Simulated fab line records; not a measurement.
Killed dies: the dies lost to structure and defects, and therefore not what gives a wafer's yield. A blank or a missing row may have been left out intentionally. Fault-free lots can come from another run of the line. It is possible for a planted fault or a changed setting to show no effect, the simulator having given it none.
A lot that was struck, set against a sound lot -- flow nand_harc -- 14 out of 1302 route steps
Sound: wafers L959.2, L959.3, L959.6. Struck: wafer L964.4 (L964.2, L964.3, from the same lot, were not struck and are left out); the cause is given at the end.
Per side, at each step with rows, come the tool, then ch with its chambers, and then its first start. Under that, the readings that differ: sound wafers -- struck wafers -- difference of the means -- sigmas: that difference in standard deviations of wafers without a fault.
alike: readings with means less than 2 such deviations apart, plus words and numbers identical on both sides. not compared: withheld readings, readings lacking a value on some wafer, bounds such as >300 that could conceal the same value, and numbers that have no deviation in the record and whose values overlap.
Wherever a step has rows on one side only, a row that says differs or no value, or a row with sigmas, the two part there. Non-overlapping numbers with no deviation appear without sigmas and do not part them. A reading that every wafer of one side lacks parts them only if that side has two wafers or more.

NHARC_P_M0_CMP_23: polishes, t overpolish 20 s, target thk 117.54 nm.
  sound on cmp-03 ch 1,2,3, day 6 19:04; struck on cmp-02 ch 0, day 9 01:07
  alike: motor_current_A, time_to_endpoint_s
NHARC_P_M0_THK_MEAS_24: measures by xrf.
  struck on film_metro-02, day 9 01:23; sound on film_metro-01, day 6 19:23
  alike: thk_nm
following that, these wafers have no rows for 1 step: NHARC_P_M0_SRD_25.
NHARC_P_M0_INSPECT_27:
  struck on defect_inspect-01, day 9 01:33; sound on defect_inspect-01, day 6 19:32
  alike: raw_defect_count
NHARC_P_M0_PRE_CLEAN_31: time 12 s.
  sound on pecvd-02 ch 0,2, day 6 19:36; struck on pecvd-01 ch 1, day 9 01:37
  alike: heater_power_w
NHARC_P_M0_DEP_32: deposits SiCN, target thk 30 nm.
  sound on pecvd-02 ch 0,2, day 6 19:41; struck on pecvd-01 ch 1, day 9 01:42
reading,sound,struck,difference,sigmas
heater_power_w (W),464 583 578,692,+150,+2
  alike: chamber_pressure_Torr
then, 5 steps without rows for these wafers: NHARC_P_M1_DEP_00 (deposits SiOC, target thk 182.5 nm); NHARC_P_M1_DEHYDRATE_01 (time 120 s); NHARC_P_M1_HMDS_02 (time 30 s); NHARC_P_M1_COAT_34 (time 65 s); NHARC_P_M1_COAT_03 (resist thk 90 nm).
NHARC_P_M1_SOFTBAKE_04: time 55 s.
  sound on litho_track-04 ch 0, day 6 20:00; struck on litho_track-06 ch 0, day 9 02:00
reading,sound,struck,difference,sigmas
heater_power_total_W (W),188.43 188.48 188.49,222.85,+34.38,+99 or more
following that, these wafers have no rows for 1 step: NHARC_P_M1_EBR_05.
-- break in the record here, with 19 days between the starts of the struck wafers on either side (left off in module P_M1, picked up again in module END, where the first step shown is number 1302 on the route) --
NHARC_END_SORT_01:
  sound on prober-01 ch 0, day 25 01:44; struck on prober-01 ch 0, day 27 15:23
  alike: defect_limited_yield, killed_at_array, killed_at_other, killed_at_periphery, killed_dies, killed_open, killed_short, sort_bin_2_pct, sort_bin_3_pct, sort_bin_4_pct, sort_n_pass, sort_rim_yield_pct, sort_yield_pct

## WHERE THEY PART
Earliest at NHARC_P_M0_DEP_32; latest, in this record, at NHARC_P_M1_SOFTBAKE_04. Later steps at which nothing parts them and some readings are alike: NHARC_END_SORT_01.

WHY: what had been put in by the simulator
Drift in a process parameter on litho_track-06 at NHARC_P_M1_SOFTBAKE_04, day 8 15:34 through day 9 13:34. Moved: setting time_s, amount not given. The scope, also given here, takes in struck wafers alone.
